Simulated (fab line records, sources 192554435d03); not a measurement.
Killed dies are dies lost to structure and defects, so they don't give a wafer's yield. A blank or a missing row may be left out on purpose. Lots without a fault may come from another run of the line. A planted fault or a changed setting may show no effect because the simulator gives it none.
Which tool did it? | flow n5_finfet | 14 lots, 42 wafers sampled, at 4 steps of a route of 1938

WHAT THE GAUGES READ, wafer by wafer
N5_BEOL_M4_OVL_MEAS_12.
lot  | measured     | on         | M4_OVL (nm)
L153 | day 7 03:01  | overlay-01 | -0.3 0.3 -1.0
L155 | day 8 09:04  | overlay-01 | 0.7 -0.9 0.0
L157 | day 8 10:39  | overlay-02 | 0.5 -0.7 0.5
L159 | day 8 13:10  | overlay-02 | -1.5 0.2 0.1
L160 | day 10 03:16 | overlay-02 | 0.2 -0.1 -1.7
L163 | day 10 05:34 | overlay-01 | -1.0 -0.8 -0.8
L162 | day 10 08:47 | overlay-02 | -0.1 -0.3 -0.9
L164 | day 10 09:47 | overlay-02 | 0.0 -1.4 0.5
L165 | day 10 16:54 | overlay-01 | 0.5 0.5 0.3
L166 | day 10 22:00 | overlay-01 | 0.7 -0.1 0.3
L167 | day 11 02:08 | overlay-01 | -0.4 1.6 0.1
L168 | day 11 12:41 | overlay-01 | - - -
L169 | day 11 19:58 | overlay-02 | - - -
L176 | day 13 07:11 | overlay-01 | 0.6 -0.7 -1.2

WHICH TOOL RAN EACH LOT (tool, then ch and the chambers of the sampled wafers, then the start)
lot  | N5_BEOL_M3_CO_CAP_55             | N5_BEOL_M4_ILD_DEP_00           | N5_BEOL_M4_DEVELOP_10
L153 | cvd_co-01 ch 0,2, day 7 01:49    | pecvd-01 ch 1,2, day 7 02:04    | litho_track-04 ch 0, day 7 02:56
L155 | cvd_co-02 ch 1,2, day 8 08:08    | pecvd-01 ch 0,2, day 8 08:23    | litho_track-04 ch 0, day 8 08:58
L157 | cvd_co-02 ch 0,1,2, day 8 09:36  | pecvd-04 ch 0,1,2, day 8 09:52  | litho_track-01 ch 0, day 8 10:34
L159 | cvd_co-02 ch 0,2, day 8 12:19    | pecvd-01 ch 1,2, day 8 12:33    | litho_track-01 ch 0, day 8 13:04
L160 | cvd_co-02 ch 0,1, day 10 02:04   | pecvd-03 ch 0,1,2, day 10 02:21 | litho_track-01 ch 0, day 10 03:10
L163 | cvd_co-01 ch 0,1,2, day 10 03:05 | pecvd-04 ch 0,1, day 10 03:21   | litho_track-02 ch 0, day 10 05:29
L162 | cvd_co-02 ch 0,2, day 10 06:18   | pecvd-01 ch 0,2, day 10 06:33   | litho_track-01 ch 0, day 10 08:41
L164 | cvd_co-02 ch 1,2, day 10 08:53   | pecvd-01 ch 1,2, day 10 09:09   | litho_track-01 ch 0, day 10 09:41
L165 | cvd_co-02 ch 0,1, day 10 14:04   | pecvd-03 ch 0,2, day 10 14:19   | litho_track-02 ch 0, day 10 16:48
L166 | cvd_co-02 ch 1,2, day 10 20:52   | pecvd-04 ch 0,1,2, day 10 21:07 | litho_track-02 ch 0, day 10 21:55
L167 | cvd_co-01 ch 0,1,2, day 11 00:54 | pecvd-03 ch 1,2, day 11 01:09   | litho_track-02 ch 0, day 11 02:02
L168 | cvd_co-02 ch 0,1,2, day 11 10:53 | pecvd-04 ch 0,1,2, day 11 11:08 | litho_track-04, day 11 12:35
L169 | cvd_co-01 ch 0,1,2, day 11 19:07 | pecvd-03 ch 0,1,2, day 11 19:21 | litho_track-04, day 11 19:52
L176 | cvd_co-01 ch 0,2, day 13 05:43   | pecvd-01 ch 0,1,2, day 13 05:58 | litho_track-04 ch 0, day 13 07:06
- N5_BEOL_M3_CO_CAP_55: material Co, precursor CCTBA/H2, target thk 2 nm, time 102.1 s.
- N5_BEOL_M4_ILD_DEP_00: deposits SiOC from DEMS/O2, target thk 79 nm, time 15.3 s.
- N5_BEOL_M4_DEVELOP_10: develop time 30 s.

WHAT THE TOOLS THEMSELVES READ (means of the sampled wafers that have a number; where no wafer has one, the mark that the record gives instead)
N5_BEOL_M3_CO_CAP_55.
lot  | tool      | heater_power_w (W)
L153 | cvd_co-01 | 203
L155 | cvd_co-02 | 218
L157 | cvd_co-02 | 226
L159 | cvd_co-02 | 242
L160 | cvd_co-02 | 212
L163 | cvd_co-01 | 207
L162 | cvd_co-02 | 236
L164 | cvd_co-02 | 207
L165 | cvd_co-02 | 233
L166 | cvd_co-02 | 205
L167 | cvd_co-01 | 210
L168 | cvd_co-02 | 225
L169 | cvd_co-01 | 210
L176 | cvd_co-01 | 195

N5_BEOL_M4_ILD_DEP_00.
lot  | tool     | heater_power_w (W) | showerhead_plenum_p_Torr (Torr) | throttle_valve_pct (%)
L153 | pecvd-01 | 379                | 5.703                           | 12.0
L155 | pecvd-01 | 365                | 5.705                           | 11.8
L157 | pecvd-04 | 444                | 5.690                           | 12.3
L159 | pecvd-01 | 309                | 5.703                           | 11.8
L160 | pecvd-03 | 464                | 5.688                           | 11.4
L163 | pecvd-04 | 444                | 5.682                           | 12.1
L162 | pecvd-01 | 363                | 5.709                           | 12.1
L164 | pecvd-01 | 359                | 5.706                           | 11.9
L165 | pecvd-03 | 462                | 5.679                           | 11.5
L166 | pecvd-04 | 434                | 5.688                           | 11.7
L167 | pecvd-03 | 492                | 5.682                           | 11.5
L168 | pecvd-04 | 457                | 5.693                           | 11.8
L169 | pecvd-03 | 425                | 5.688                           | 11.6
L176 | pecvd-01 | 348                | 5.691                           | 12.1

N5_BEOL_M4_DEVELOP_10.
lot  | tool           | chill_plate_temp_C (C)
L153 | litho_track-04 | 23.08
L155 | litho_track-04 | 22.95
L157 | litho_track-01 | 22.92
L159 | litho_track-01 | 23.14
L160 | litho_track-01 | 22.75
L163 | litho_track-02 | 22.99
L162 | litho_track-01 | 23.18
L164 | litho_track-01 | 22.92
L165 | litho_track-02 | 23.09
L166 | litho_track-02 | 22.97
L167 | litho_track-02 | 23.06
L168 | litho_track-04 | -
L169 | litho_track-04 | -
L176 | litho_track-04 | 22.99

THE ANSWER, worked out from the rows above alone
Rule: what is usual is taken from the lots themselves. Put in order of their means at a reading, lots are off if they are a third of the lots or fewer, leave a main group of 4 or more, and stand apart from it by a gap of 3 or more times the standard deviation of the main group's means; of several such gaps the widest counts. A main group whose means are all the same, to the digits that the tables above print for the reading, isn't used. A lot without any number at a reading at which 4 lots or more have one is off too. The other lots that the step has rows for count as sound. The gauges are gone through in route order, then the tools' own readings, and for those a lot's mean is taken as printed above. The first step at which some lot is off is used, and at that step the reading that is off furthest; a lot without a number counts as furthest.
Off: L168, L169, at N5_BEOL_M4_OVL_MEAS_12 (M4_OVL). Without a number there: L168, L169. The main group: mean -0.2 nm, standard deviation 0.4.
A tool fits if, at a process step before that reading, it ran every lot that is off, and no sound lot after the first of them. The gauges at N5_BEOL_M4_OVL_MEAS_12 aren't tried: what is off there is off at N5_BEOL_M4_DEVELOP_10 too, on other tools, and a gauge's error can't cause that. None of those tried fits.

WHAT THE SIMULATOR HAD PUT IN
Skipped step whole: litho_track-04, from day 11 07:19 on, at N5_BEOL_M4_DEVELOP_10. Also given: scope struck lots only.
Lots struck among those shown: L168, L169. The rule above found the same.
